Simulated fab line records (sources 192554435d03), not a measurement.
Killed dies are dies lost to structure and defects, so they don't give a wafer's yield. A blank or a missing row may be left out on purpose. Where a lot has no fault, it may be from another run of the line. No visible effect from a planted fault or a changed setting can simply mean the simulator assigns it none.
8D (eight disciplines) problem report, filled in by code ; flow n5 finfet ; the parts of the form that need people (team, actions taken, sign-off) are left out

## 1. THE ISSUE
At N5_BEOL_M5_COAT_22, spin speed rpm averages 1537.9 rpm over 6 wafers from 2 lots, while fault-free wafers read 1500.0 rpm, standard deviation 0.93. Measured from the usual mean, that is +41 standard deviations.
The step: resist thk 30 nm.
First seen on wafer L680.1, day 13 02:04, on litho track-03. The record has a number at this step for 33 wafers belonging to 11 lots. Rule for "out" (also "out of limits"): further than 4 standard deviations from the usual mean. All remaining wafers that have a number are taken as sound.

## 2. WHAT IT IS, WHAT IT ISN'T
question;is;is not
which readings at this step;spin speed rpm;-
which lots;L679, L680;L668, L669, L670, L674, L677, L681, L686, L689, L690
which wafers of those lots;all that have a number;-
read on which tools;litho track-03;litho track-02, litho track-05
when;from day 13 02:04;"up to then (15 sound wafers); but 12 sound wafers of L681, L686, L689, L690 came after"

## 3. SUSPECTS, AND WHAT RULES EACH OUT
Counting: a tool stays on the suspect list if, at a process step up to the reading, it processed all lots that are out and no sound lot following the first of them.
- rie metal-03 at N5_BEOL_M5_HM_OPEN_17 (chemistry Cl2/BCl3, target TiN, target depth 20 nm, overetch 6 nm): ruled out as a lasting fault. Following L680 (day 13 00:55), the first lot on it that is out, the sound lots L686, L690 were run on it.
- litho track-03 at N5_BEOL_M5_COAT_22 (resist thk 30 nm): kept. It ran every lot that is out, first L680 (day 13 02:04), and no sound lot after that; its last sound lot up to then is L677 (day 10 10:51). Its own readings are out on those wafers: spin speed rpm.
After counting, what remains is litho track-03 at N5_BEOL_M5_COAT_22.

## 4. THE CAUSE (what the simulator had put in)
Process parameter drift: litho track-03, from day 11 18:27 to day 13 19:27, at N5_BEOL_M5_COAT_22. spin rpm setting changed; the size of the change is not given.
After counting, this tool was the only one left.

## 5. SEQUENCE OF EFFECTS, ordered by route
Each row: a reading whose mean over the struck wafers that have a number lies more than 3 standard deviations from the usual. Only readings for which the record gives a usual standard deviation are gone through. hours: the time from each lot's start at the first step in this table that gives one to its start at this step, as a median over the lots. sigmas: the change in usual standard deviations.
hours;step;reading;usual;on struck wafers;change;sigmas
0;N5_BEOL_M5_COAT_22;spin speed rpm;1500.0 rpm;1537.9;+37.9;+41
Process steps it contains:
- N5_BEOL_M5_COAT_22: resist thk 30 nm.

## 6. WHAT WOULD HAVE CAUGHT IT SOONER
First out-of-limits reading in this record: day 13 02:04, which is 32 hours after fault onset at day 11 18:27.
